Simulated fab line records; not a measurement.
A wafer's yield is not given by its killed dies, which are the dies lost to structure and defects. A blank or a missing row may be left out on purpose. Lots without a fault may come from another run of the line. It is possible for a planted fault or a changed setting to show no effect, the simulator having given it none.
Which tool is to blame? | flow n5Finfet | Sampling: 9 lots, 25 wafers, 4 of 1938 route steps

## WHAT THE GAUGES SHOWED, per wafer
N5_BEOL_M4_RC_MEAS_101.
lot  | measured     | on        | COMB_M2 (S/m)
L644 | day 9 03:38  | prober-01 | 4.2e-11 4.6e-11 4.4e-11
L646 | day 9 14:35  | prober-01 | 7.1e-11 4.1e-11 5e-11
L648 | day 9 15:16  | prober-02 | 6.8e-11 5.4e-11 4.9e-11
L651 | day 10 14:33 | prober-01 | 4.7e-11 5e-11 4.6e-11
L653 | day 11 10:43 | prober-01 | 4.9e-11 5.3e-11
L652 | day 11 11:17 | prober-02 | 4.7e-11 3.9e-11 5.1e-11
L654 | day 11 11:38 | prober-01 | 1.266e-09 8.1e-11 4.4e-11
L659 | day 12 03:20 | prober-01 | 9.23e-10 4.3e-11
L664 | day 14 09:19 | prober-02 | 5.3e-11 4.1e-11

## WHICH TOOL RAN EACH LOT (tool, then ch and the chambers of the sampled wafers, then the start)
lot  | N5_BEOL_M2_ETCH_70                | N5_BEOL_M2_VIA_ETCH_34            | N5_BEOL_M2_ALD_84
L644 | rieDiel-05 ch 0,2,3, day 7 23:25  | rieDiel-05 ch 0,2,3, day 7 23:31  | aldMetal-04 ch 0,1,3, day 8 00:30
L646 | rieDiel-01 ch 0,1,3, day 8 06:49  | rieDiel-01 ch 0,1,3, day 8 06:55  | aldMetal-01 ch 2,3, day 8 07:41
L648 | rieDiel-01 ch 0,2,3, day 8 09:32  | rieDiel-01 ch 0,2,3, day 8 09:38  | aldMetal-01 ch 0,1,2, day 8 10:37
L651 | rieDiel-06 ch 1,2,3, day 8 21:40  | rieDiel-06 ch 1,2,3, day 8 21:46  | aldMetal-03 ch 0,2,3, day 8 22:24
L653 | rieDiel-06 ch 0,3, day 10 06:21   | rieDiel-06 ch 0,3, day 10 06:28   | aldMetal-04 ch 0, day 10 07:25
L652 | rieDiel-05 ch 0,1,3, day 10 09:39 | rieDiel-05 ch 0,1,3, day 10 09:45 | aldMetal-03 ch 0,1,3, day 10 11:11
L654 | rieDiel-01 ch 0,2,3, day 10 12:50 | rieDiel-01 ch 0,2,3, day 10 12:57 | aldMetal-03 ch 1,2, day 10 13:41
L659 | rieDiel-01 ch 0,1,2, day 11 00:45 | rieDiel-01 ch 0,1,2, day 11 00:52 | aldMetal-03 ch 0,3, day 11 01:34
L664 | rieDiel-06 ch 2,3, day 13 05:50   | rieDiel-06 ch 2,3, day 13 05:56   | aldMetal-04 ch 0,2, day 13 07:35
- N5_BEOL_M2_ETCH_70: etches SOC in N2/H2, target depth 80 nm, overetch 24 nm, time 130 s.
- N5_BEOL_M2_VIA_ETCH_34: etches the open film in C4F6/O2, target depth 69.4 nm, time 65.9 s.
- N5_BEOL_M2_ALD_84: deposits TaN, pulse time 2 s, purge time 3 s, co reactant purge time 2 s.

## THE ANSWER, worked out from the rows above alone
Rule: the lots themselves supply what counts as usual. Put in order of their means at a reading, lots are off if they are a third of the lots or fewer, leave a main group of 4 or more, and stand apart from it by a gap of 3 or more times the standard deviation of the main group's means; of several such gaps the widest counts. A main group is skipped when, at the precision printed for the reading in the tables above, its means are all equal. Also off: a lot with no number at a reading for which 4 or more lots have one. Any other lot the step has rows for is counted as sound.
Off: at N5_BEOL_M4_RC_MEAS_101 (COMB_M2), L654, L659. The main group: mean 4.9e-11 S/m, standard deviation 4.4e-12.
A tool fits if, at a process step before that reading, it ran every lot that is off, and no sound lot after the first of them. Gauges at N5_BEOL_M4_RC_MEAS_101: tried the same way as those tools. Can't be told from this: 3 tools fit, rieDiel-01 at N5_BEOL_M2_ETCH_70 and N5_BEOL_M2_VIA_ETCH_34, aldMetal-03 at N5_BEOL_M2_ALD_84, prober-01 at N5_BEOL_M4_RC_MEAS_101.

## WHAT WAS PUT IN BY THE SIMULATOR
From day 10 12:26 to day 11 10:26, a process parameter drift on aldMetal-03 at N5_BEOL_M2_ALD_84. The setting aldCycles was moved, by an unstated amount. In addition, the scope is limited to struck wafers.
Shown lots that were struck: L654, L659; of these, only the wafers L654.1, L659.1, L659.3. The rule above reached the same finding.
